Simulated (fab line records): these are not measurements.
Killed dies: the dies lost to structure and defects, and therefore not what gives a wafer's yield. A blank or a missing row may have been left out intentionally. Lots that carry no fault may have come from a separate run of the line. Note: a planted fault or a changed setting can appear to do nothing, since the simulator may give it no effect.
Which tool was responsible? -- flow nand_harc -- 6 lots, 18 wafers sampled, at 3 steps of a route of 1159

== WHAT THE GAUGES READ, wafer by wafer ==
NHARC_P_M2_THK_MEAS_24: measures by xrf.
lot,measured,on,thk_nm (nm)
L477,day 6 16:38,film_metro-02,144.2 143.9 145.4
L481,day 7 07:29,film_metro-02,142.7 143.8 143.9
L484,day 8 13:52,film_metro-02,144.7 143.9 146.3
L489,day 9 14:44,film_metro-01,142.4 143.9 144.6
L494,day 10 16:00,film_metro-01,145.9 143.4 143.5
L497,day 11 16:34,film_metro-02,143.9 143.2 144.4

== WHICH TOOL RAN EACH LOT (tool, then ch and the chambers of the sampled wafers, then the start) ==
lot,NHARC_P_M2_PVD_21,NHARC_P_M2_ANNEAL_31
L477,"pvd_sputter-03, day 6 15:58 or earlier","rtp_anneal-02 ch 0, day 6 15:58"
L481,"pvd_sputter-01, day 7 06:50 or earlier","rtp_anneal-02 ch 0, day 7 06:50"
L484,"pvd_sputter-03, day 8 13:13 or earlier","rtp_anneal-01 ch 0, day 8 13:13"
L489,"pvd_sputter-02, day 9 14:04 or earlier","rtp_anneal-01 ch 0, day 9 14:04"
L494,"pvd_sputter-03, day 10 15:20 or earlier","rtp_anneal-02 ch 0, day 10 15:20"
L497,"pvd_sputter-03, day 11 16:00 or earlier","rtp_anneal-01 ch 0, day 11 16:00"
- NHARC_P_M2_PVD_21: deposits Cu, target thk 30 nm, time 20.49 s.
- NHARC_P_M2_ANNEAL_31: time 90 s.

== THE ANSWER, worked out from the rows above alone ==
Rule: what is usual is taken from the lots themselves. The widest of any qualifying gaps counts: lots, ordered by their means at a reading, are off when they make up no more than a third of the lots, leave a main group of 4 or more, and stand apart from it by 3 or more times the standard deviation of that group's means. The tables above print the reading to a certain number of digits; a main group whose means all agree to those digits is not used. A lot without any number at a reading at which 4 lots or more have one is off too. Any other lot the step has rows for is counted as sound.
Nothing can be told from this: no lot is off at any reading shown.

== WHAT THE SIMULATOR PUT IN ==
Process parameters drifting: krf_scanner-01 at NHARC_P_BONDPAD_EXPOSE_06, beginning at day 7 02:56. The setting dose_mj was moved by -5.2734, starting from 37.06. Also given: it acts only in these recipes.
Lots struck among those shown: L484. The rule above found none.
